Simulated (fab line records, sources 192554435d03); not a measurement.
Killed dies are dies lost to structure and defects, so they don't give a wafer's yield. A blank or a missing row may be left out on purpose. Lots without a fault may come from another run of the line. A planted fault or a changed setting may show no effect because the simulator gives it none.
Which tool did it? | flow n5_finfet | 10 lots, 30 wafers sampled, at 1 step of a route of 1938

WHAT THE GAUGES READ, wafer by wafer
N5_BEOL_M10_INSPECT_30: inspects for defects (brightfield).
lot  | measured     | on                | raw_defect_count
L615 | day 11 14:02 | defect_inspect-01 | 392 438 393
L616 | day 11 19:50 | defect_inspect-02 | 345 421 364
L619 | day 12 11:44 | defect_inspect-02 | 318 427 437
L622 | day 13 05:20 | defect_inspect-02 | 386 424 264
L623 | day 13 10:52 | defect_inspect-02 | 465 422 592
L629 | day 15 05:24 | defect_inspect-02 | 457 457 482
L633 | day 15 08:47 | defect_inspect-01 | 389 475 385
L631 | day 15 18:40 | defect_inspect-02 | 410 311 457
L636 | day 16 18:07 | defect_inspect-02 | 410 505 402
L638 | day 17 18:27 | defect_inspect-02 | 347 469 291

WHICH TOOL RAN EACH LOT (tool, then ch and the chambers of the sampled wafers, then the start)
The record holds no process step before these readings.

THE ANSWER, worked out from the rows above alone
Rule: what is usual is taken from the lots themselves. Put in order of their means at a reading, lots are off if they are a third of the lots or fewer, leave a main group of 4 or more, and stand apart from it by a gap of 3 or more times the standard deviation of the main group's means; of several such gaps the widest counts. A main group whose means are all the same, to the digits that the tables above print for the reading, isn't used. A lot without any number at a reading at which 4 lots or more have one is off too. The other lots that the step has rows for count as sound.
No lot is off at any reading shown: from this, nothing can be told.

WHAT THE SIMULATOR HAD PUT IN
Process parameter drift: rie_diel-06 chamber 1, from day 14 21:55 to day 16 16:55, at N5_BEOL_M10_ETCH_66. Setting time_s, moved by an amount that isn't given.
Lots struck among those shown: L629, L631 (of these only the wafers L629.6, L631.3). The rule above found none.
